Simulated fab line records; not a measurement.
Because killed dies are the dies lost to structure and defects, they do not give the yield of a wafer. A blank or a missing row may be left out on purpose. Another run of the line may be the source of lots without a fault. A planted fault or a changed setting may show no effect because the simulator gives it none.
2 desks, one fault ; flow nand harc ; only its own numbers are on each desk; what lay behind them is given at the end

== AT THE TOOL OWNER'S DESK: rie metal-02 ==
The tool's own readings at NHARC_A_WL_FILL_ETCHBACK_17 (etches the open film in Cl2/BCl3, target depth 4 nm, time 26.7 s): means of the sampled wafers that have a number, for each lot that ran on this tool. Marked OUT: a lot whose mean sits more than 4 standard deviations from the usual mean, which makes it out of limits; the brackets give that distance.
Columns: A = drypump motor current A at NHARC_A_WL_FILL_ETCHBACK_17, usual 6.0 A; B = oes product au at NHARC_A_WL_FILL_ETCHBACK_17, usual 1.003 a.u.
lot;first seen here;A;B
L297;day 22 11:27;5.8;1.000
L300;day 24 12:17;5.7;1.005
L305;day 26 09:04;5.9;1.004
L307;day 26 19:08;5.8;1.001
L315;day 30 07:31;5.7;0.993
Finding of this desk: none of the 5 lots has anything out of limits.

== FROM THE METROLOGY DESK ==
Means of the sampled wafers that have a number, per lot and without regard to the tool the lot ran on: this is what the gauges read. Marked OUT: a lot whose mean sits more than 4 standard deviations from the usual mean, which makes it out of limits; the brackets give that distance.
Columns: A = cd nm at NHARC_THIN_TSV_CD_MEAS_33, usual 4999.5 nm
lot;first seen here;A
L297;day 25 11:34;5000.0
L294;day 25 13:07;4998.7
L295;day 25 19:40;4998.2
L299;day 26 06:08;5000.9
L298;day 26 12:29;4998.9
L300;day 27 12:14;5000.4
L302;day 27 13:34;5000.3
L301;day 27 14:41;4997.4
L303;day 29 01:22;4998.7
L305;day 29 15:23;4999.2
L306;day 29 23:34;4999.8
L307;day 30 00:31;4998.3
L313;day 32 09:23;4999.2
L315;day 33 12:05;4999.6
Finding of this desk: none of the 14 lots has anything out of limits.

== ALL TOGETHER ==
Nothing out of limits was seen by the tool owner's desk.
Metrology desk: nothing out of limits seen.

== WHAT THE SIMULATOR HAD INSERTED ==
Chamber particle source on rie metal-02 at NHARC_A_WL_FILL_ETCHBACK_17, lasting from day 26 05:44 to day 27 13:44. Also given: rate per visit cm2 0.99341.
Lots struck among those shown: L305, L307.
